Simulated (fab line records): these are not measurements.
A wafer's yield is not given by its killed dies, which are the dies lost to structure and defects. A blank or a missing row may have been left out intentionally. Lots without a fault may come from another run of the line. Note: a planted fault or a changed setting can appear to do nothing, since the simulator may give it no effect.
The tool behind it: which one? / flow nand_harc / 12 lots with 36 wafers sampled at 2 steps, on a route of 1159 steps

== WHAT EACH GAUGE READ, for each wafer ==
NHARC_P_M2_INSPECT_11.
lot=L075; measured=day 6 12:45; on=defect_inspect-01; raw_defect_count=7 3 1
lot=L077; measured=day 7 02:58; on=defect_inspect-02; raw_defect_count=4 4 2
lot=L079; measured=day 7 04:15; on=defect_inspect-02; raw_defect_count=3 5 5
lot=L081; measured=day 7 22:23; on=defect_inspect-01; raw_defect_count=2 2 3
lot=L083; measured=day 8 13:21; on=defect_inspect-02; raw_defect_count=4 8 5
lot=L087; measured=day 9 07:37; on=defect_inspect-02; raw_defect_count=1 1 5
lot=L086; measured=day 9 08:32; on=defect_inspect-02; raw_defect_count=5 2 6
lot=L089; measured=day 10 05:20; on=defect_inspect-02; raw_defect_count=7 3 5
lot=L091; measured=day 10 12:37; on=defect_inspect-02; raw_defect_count=2 1 3
lot=L093; measured=day 10 19:50; on=defect_inspect-02; raw_defect_count=5 3 4
lot=L095; measured=day 11 12:16; on=defect_inspect-02; raw_defect_count=4 3 3
lot=L096; measured=day 11 23:58; on=defect_inspect-01; raw_defect_count=4 4 2

== WHAT TOOL EACH LOT RAN ON (gives the tool, then ch and the chambers of the sampled wafers, and finally the start) ==
lot=L075; NHARC_P_M1_PVD_21=pvd_sputter-02, day 6 12:45 or earlier
lot=L077; NHARC_P_M1_PVD_21=pvd_sputter-02, day 7 02:58 or earlier
lot=L079; NHARC_P_M1_PVD_21=pvd_sputter-02, day 7 04:15 or earlier
lot=L081; NHARC_P_M1_PVD_21=pvd_sputter-02, day 7 22:23 or earlier
lot=L083; NHARC_P_M1_PVD_21=pvd_sputter-03, day 8 13:21 or earlier
lot=L087; NHARC_P_M1_PVD_21=pvd_sputter-03, day 9 07:37 or earlier
lot=L086; NHARC_P_M1_PVD_21=pvd_sputter-02, day 9 08:32 or earlier
lot=L089; NHARC_P_M1_PVD_21=pvd_sputter-01, day 10 05:20 or earlier
lot=L091; NHARC_P_M1_PVD_21=pvd_sputter-01, day 10 12:37 or earlier
lot=L093; NHARC_P_M1_PVD_21=pvd_sputter-03, day 10 19:50 or earlier
lot=L095; NHARC_P_M1_PVD_21=pvd_sputter-01, day 11 12:16 or earlier
lot=L096; NHARC_P_M1_PVD_21=pvd_sputter-01, day 11 23:58 or earlier
- NHARC_P_M1_PVD_21: deposits Cu, target thk 30 nm, time 20.49 s.

== THE ANSWER, worked out from the rows above alone ==
Rule: the lots themselves supply what counts as usual. The widest of any qualifying gaps counts: lots, ordered by their means at a reading, are off when they make up no more than a third of the lots, leave a main group of 4 or more, and stand apart from it by 3 or more times the standard deviation of that group's means. A main group is skipped when, at the precision printed for the reading in the tables above, its means are all equal. Also off: a lot with no number at a reading for which 4 or more lots have one. The other lots that the step has rows for count as sound.
Nothing can be told from this: no lot is off at any reading shown.

== WHAT THE SIMULATOR PUT IN ==
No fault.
